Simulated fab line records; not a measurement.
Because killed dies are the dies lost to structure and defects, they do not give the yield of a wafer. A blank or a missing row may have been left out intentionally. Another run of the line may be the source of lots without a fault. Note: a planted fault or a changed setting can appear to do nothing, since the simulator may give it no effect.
Split-lot experiment / flow n5-finfet / on a route of 1938 steps: 7 lots, 21 wafers read

ON THE SPLIT
At N5_BEOL_M11_COAT_59 (time 60 s, resist thk 100 nm), the setting spin-rpm was moved away from the recipe's 1500 rpm on 6 of the 21 wafers read, by -10.2% to +6.8%. All remaining wafers had this setting at the recipe value.

FROM THE SPLIT TO THE READING: what the file shows between them, 4 steps
- N5_BEOL_M11_COAT_60: time 60 s, resist thk 30 nm
- N5_BEOL_M11_COAT_05: resist thk 90 nm
- N5_BEOL_M11_DESCUM_16: chemistry O2, time 7.9 s
- N5_BEOL_M11_ETCH_61: etches SiARC in CF4, target depth 39 nm, time 65 s

THE READING
etch.depth-nm (the simulator's own value, which no gauge read), in nm, at N5_BEOL_M11_ETCH_62 (etches SOC in N2/H2, target depth 110 nm, overetch 22 nm, time 165 s). No usual value for it is given in the file. Across the 15 wafers here that went through the recipe, the average is 100.15 nm and the standard deviation 0.35 nm.

wafer=L077.2; tool, chamber at the split=litho-track-02, 0; spin-rpm as run, rpm=1400; against the recipe=-6.7%; etch.depth-nm, nm=103.5; against lot-mates on the recipe=+3.50
wafer=L077.4; tool, chamber at the split=litho-track-02, 0; spin-rpm as run, rpm=1500; against the recipe=recipe; etch.depth-nm, nm=100; against lot-mates on the recipe=-
wafer=L077.6; tool, chamber at the split=litho-track-02, 0; spin-rpm as run, rpm=1400; against the recipe=-6.7%; etch.depth-nm, nm=103.4; against lot-mates on the recipe=+3.40
wafer=L079.1; tool, chamber at the split=litho-track-02, 0; spin-rpm as run, rpm=1500; against the recipe=recipe; etch.depth-nm, nm=100.2; against lot-mates on the recipe=-
wafer=L079.6; tool, chamber at the split=litho-track-02, 0; spin-rpm as run, rpm=1500; against the recipe=recipe; etch.depth-nm, nm=100.2; against lot-mates on the recipe=-
wafer=L079.3; tool, chamber at the split=litho-track-02, 0; spin-rpm as run, rpm=1500; against the recipe=recipe; etch.depth-nm, nm=100.4; against lot-mates on the recipe=-
wafer=L081.4; tool, chamber at the split=litho-track-02, 0; spin-rpm as run, rpm=1399; against the recipe=-6.7%; etch.depth-nm, nm=103.9; against lot-mates on the recipe=+3.40
wafer=L081.5; tool, chamber at the split=litho-track-02, 0; spin-rpm as run, rpm=1399; against the recipe=-6.7%; etch.depth-nm, nm=103.9; against lot-mates on the recipe=+3.40
wafer=L081.6; tool, chamber at the split=litho-track-02, 0; spin-rpm as run, rpm=1500; against the recipe=recipe; etch.depth-nm, nm=100.5; against lot-mates on the recipe=-
wafer=L083.2; tool, chamber at the split=litho-track-05, 0; spin-rpm as run, rpm=1500; against the recipe=recipe; etch.depth-nm, nm=100.5; against lot-mates on the recipe=-
wafer=L083.6; tool, chamber at the split=litho-track-05, 0; spin-rpm as run, rpm=1500; against the recipe=recipe; etch.depth-nm, nm=100.5; against lot-mates on the recipe=-
wafer=L083.3; tool, chamber at the split=litho-track-05, 0; spin-rpm as run, rpm=1500; against the recipe=recipe; etch.depth-nm, nm=100.8; against lot-mates on the recipe=-
wafer=L088.1; tool, chamber at the split=litho-track-04, 0; spin-rpm as run, rpm=1500; against the recipe=recipe; etch.depth-nm, nm=99.81; against lot-mates on the recipe=-
wafer=L088.3; tool, chamber at the split=litho-track-04, 0; spin-rpm as run, rpm=1347; against the recipe=-10.2%; etch.depth-nm, nm=105.4; against lot-mates on the recipe=+5.53
wafer=L088.6; tool, chamber at the split=litho-track-04, 0; spin-rpm as run, rpm=1500; against the recipe=recipe; etch.depth-nm, nm=99.92; against lot-mates on the recipe=-
wafer=L086.1; tool, chamber at the split=litho-track-02, 0; spin-rpm as run, rpm=1500; against the recipe=recipe; etch.depth-nm, nm=100.1; against lot-mates on the recipe=-
wafer=L086.4; tool, chamber at the split=litho-track-02, 0; spin-rpm as run, rpm=1602; against the recipe=+6.8%; etch.depth-nm, nm=96.9; against lot-mates on the recipe=-3.30
wafer=L086.6; tool, chamber at the split=litho-track-02, 0; spin-rpm as run, rpm=1500; against the recipe=recipe; etch.depth-nm, nm=100.3; against lot-mates on the recipe=-
wafer=L092.2; tool, chamber at the split=litho-track-02, 0; spin-rpm as run, rpm=1500; against the recipe=recipe; etch.depth-nm, nm=99.75; against lot-mates on the recipe=-
wafer=L092.4; tool, chamber at the split=litho-track-02, 0; spin-rpm as run, rpm=1500; against the recipe=recipe; etch.depth-nm, nm=99.71; against lot-mates on the recipe=-
wafer=L092.5; tool, chamber at the split=litho-track-02, 0; spin-rpm as run, rpm=1500; against the recipe=recipe; etch.depth-nm, nm=99.51; against lot-mates on the recipe=-

THE FIT
A straight line over all 21 wafers: etch.depth-nm changes by -0.513 nm for each +1% of spin-rpm; r = -0.99; the points scatter about the line by 0.33 nm.
The same after taking each lot's own level away (the mean of its wafers on the recipe; 21 wafers): -0.516 nm for each +1%; r = -1.00; scatter 0.12 nm.
On that fit, the largest move of spin-rpm shifts the reading by 5.3 nm.
The lots' own levels span 99.657 to 100.600 nm, that is 2.7 times the standard deviation above.
So the lot-to-lot level changes the slope little: the two slopes agree.
Check: with one of the wafers moved furthest among these (-10.2%) left out of the fit, the line predicts +5.16 nm for it against its lot-mates. It came out at +5.53 nm against them.

THE WHOLE CHAIN: every reading that the file lists as answering this split, in the file's order
step=N5_BEOL_M11_COAT_59; what it does=time 60 s, resist thk 100 nm; reading=SOC_of_BEOL_M11_COAT_59.thk-nm (the simulator's own value, which no gauge read); change (the file's fit)=-0.511 nm for each +1% of the setting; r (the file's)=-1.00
step=N5_BEOL_M11_ETCH_62; what it does=etches SOC in N2/H2, target depth 110 nm, overetch 22 nm, time 165 s; reading=etch.depth-nm (the simulator's own value, which no gauge read); change (the file's fit)=-0.52 nm for each +1% of the setting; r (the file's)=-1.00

FILE'S OWN FIT
etch.depth-nm changes by -0.52 nm for each +1% of spin-rpm, r = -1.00.
